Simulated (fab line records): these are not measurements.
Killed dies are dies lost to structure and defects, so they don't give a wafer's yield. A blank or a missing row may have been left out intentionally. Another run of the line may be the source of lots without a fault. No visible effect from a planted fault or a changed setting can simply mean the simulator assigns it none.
Split-lot trial ; flow n5Finfet ; on a route of 1938 steps: 7 lots, 21 wafers read

ON THE SPLIT
At N5_WELL_APT_COAT_19 (resist thk 950 nm), the setting spinRpm was moved away from the recipe's 1357 rpm on 6 of the 21 wafers read, by -10.2% to +10.0%. The other wafers ran this setting at the recipe's value.

The split's own step is where the reading is taken.

THE READING
coat_of_WELL_APT_COAT_19.thkNm (the simulator's own value, which no gauge read), in nm, at N5_WELL_APT_COAT_19 (resist thk 950 nm). The file does not state a usual value for it. Average 950.9 nm, standard deviation 2.7 nm, over the 15 wafers here run with the recipe.

wafer;tool, chamber at the split;spinRpm as run, rpm;against the recipe;coat_of_WELL_APT_COAT_19.thkNm, nm;against lot-mates on the recipe
L079.2;lithoTrack-03, 0;1220;-10.1%;1001;+54.2
L079.5;lithoTrack-03, 0;1357;recipe;945.8;-
L079.6;lithoTrack-03, 0;1357;recipe;947.7;-
L080.1;lithoTrack-03, 0;1357;recipe;947.8;-
L080.5;lithoTrack-03, 0;1357;recipe;950.3;-
L080.6;lithoTrack-03, 0;1357;recipe;951.8;-
L083.1;lithoTrack-04, 0;1357;recipe;951.5;-
L083.2;lithoTrack-04, 0;1219;-10.2%;1005;+54.9
L083.4;lithoTrack-04, 0;1357;recipe;948.8;-
L088.2;lithoTrack-03, 0;1357;recipe;950.8;-
L088.3;lithoTrack-03, 0;1357;recipe;950.1;-
L088.5;lithoTrack-03, 0;1266;-6.7%;982.9;+32.4
L092.2;lithoTrack-01, 0;1357;recipe;953.6;-
L092.5;lithoTrack-01, 0;1357;recipe;955;-
L092.6;lithoTrack-01, 0;1357;recipe;955.3;-
L095.1;lithoTrack-03, 0;1357;recipe;954.3;-
L095.3;lithoTrack-03, 0;1357;recipe;949.1;-
L095.6;lithoTrack-03, 0;1469;+8.3%;913.1;-38.6
L097.2;lithoTrack-04, 0;1493;+10.0%;905.7;-46.6
L097.3;lithoTrack-04, 0;1357;recipe;952.3;-
L097.6;lithoTrack-04, 0;1493;+10.0%;902.4;-49.9

THE FIT
A straight line over all 21 wafers: coat_of_WELL_APT_COAT_19.thkNm changes by -4.86 nm for each +1% of spinRpm; r = -0.99; the points scatter about the line by 2.8 nm.
The same after taking each lot's own level away (the mean of its wafers on the recipe; 21 wafers): -5.03 nm for each +1%; r = -1.00; scatter 1.9 nm.
That fit puts the effect of the largest move of spinRpm on the reading at 51 nm.
From 946.75 to 954.63 nm: that is the span of the lots' own levels, equal to 2.9 times the standard deviation above.
The two slopes agree, so the slope changes little with the lot-to-lot level.
Check: with one of the wafers moved furthest among these (-10.2%) left out of the fit, the line predicts +50.7 nm for it against its lot-mates. It came out at +54.9 nm against them.

FILE'S OWN FIT
coat_of_WELL_APT_COAT_19.thkNm changes by -5.06 nm for each +1% of spinRpm, r = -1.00.
